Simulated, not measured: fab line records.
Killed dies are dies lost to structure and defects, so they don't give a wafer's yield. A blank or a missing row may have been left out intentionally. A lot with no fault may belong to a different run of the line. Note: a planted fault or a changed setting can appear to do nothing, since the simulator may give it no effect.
Chamber matching || flow nandHarc || NHARC_A_CONTACT_ETCH_88 on rieDiel-07 has 4 sister chambers
The step etches the open film in CF4, target depth 39 nm, time 65 s. 4 wafers are shown with their chamber, then 11 later ones without.

WAFERS, EACH WITH ITS CHAMBER
{"wafer": "L087.2", "chamber": 1, "drypumpMotorCurrentA (A)": 5.66}
{"wafer": "L087.4", "chamber": 0, "drypumpMotorCurrentA (A)": 5.95}
{"wafer": "L087.5", "chamber": 2, "drypumpMotorCurrentA (A)": 5.95}
{"wafer": "L088.1", "chamber": 3, "drypumpMotorCurrentA (A)": 5.73}

WAFERS WHOSE CHAMBER IS MISSING
{"wafer": "L088.2", "drypumpMotorCurrentA (A)": 5.68}
{"wafer": "L088.5", "drypumpMotorCurrentA (A)": 5.95}
{"wafer": "L090.3", "drypumpMotorCurrentA (A)": 5.94}
{"wafer": "L090.5", "drypumpMotorCurrentA (A)": 5.65}
{"wafer": "L090.6", "drypumpMotorCurrentA (A)": 5.96}
{"wafer": "L093.3", "drypumpMotorCurrentA (A)": 5.64}
{"wafer": "L093.4", "drypumpMotorCurrentA (A)": 5.94}
{"wafer": "L093.6", "drypumpMotorCurrentA (A)": 5.64}
{"wafer": "L097.2", "drypumpMotorCurrentA (A)": 5.67}
{"wafer": "L097.4", "drypumpMotorCurrentA (A)": 5.96}
{"wafer": "L097.6", "drypumpMotorCurrentA (A)": 5.73}

THE CHAMBER EACH PASSED THROUGH
{"wafer": "L088.2", "from the rows above": 1, "in truth": 1}
{"wafer": "L088.5", "from the rows above": "can't be placed: 0 or 2", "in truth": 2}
{"wafer": "L090.3", "from the rows above": "can't be placed: 0 or 2", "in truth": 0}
{"wafer": "L090.5", "from the rows above": 1, "in truth": 1}
{"wafer": "L090.6", "from the rows above": "can't be placed: 0 or 2", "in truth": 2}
{"wafer": "L093.3", "from the rows above": 1, "in truth": 1}
{"wafer": "L093.4", "from the rows above": "can't be placed: 0 or 2", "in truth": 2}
{"wafer": "L093.6", "from the rows above": 1, "in truth": 1}
{"wafer": "L097.2", "from the rows above": 1, "in truth": 1}
{"wafer": "L097.4", "from the rows above": "can't be placed: 0 or 2", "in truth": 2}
{"wafer": "L097.6", "from the rows above": 3, "in truth": 3}
Correctly placed: 6 of 11. From these rows, 5 cannot be placed; in 5 the true chamber is one of the candidates. Number placed wrongly: 0.
How it was worked out, from the rows above alone: a wafer's distance from a chamber is the root of the sum, over the readings, of the square of ((its reading less the chamber's mean) divided by the reading's scatter). The wafer belongs to the nearest chamber; if the next one is less than 2 further off, it can't be placed. For every chamber, the mean is computed from those of its wafers that are shown. The scatter: with one shown wafer a chamber, the root of the mean of the squares of how far each hidden wafer lies from its nearest shown one.
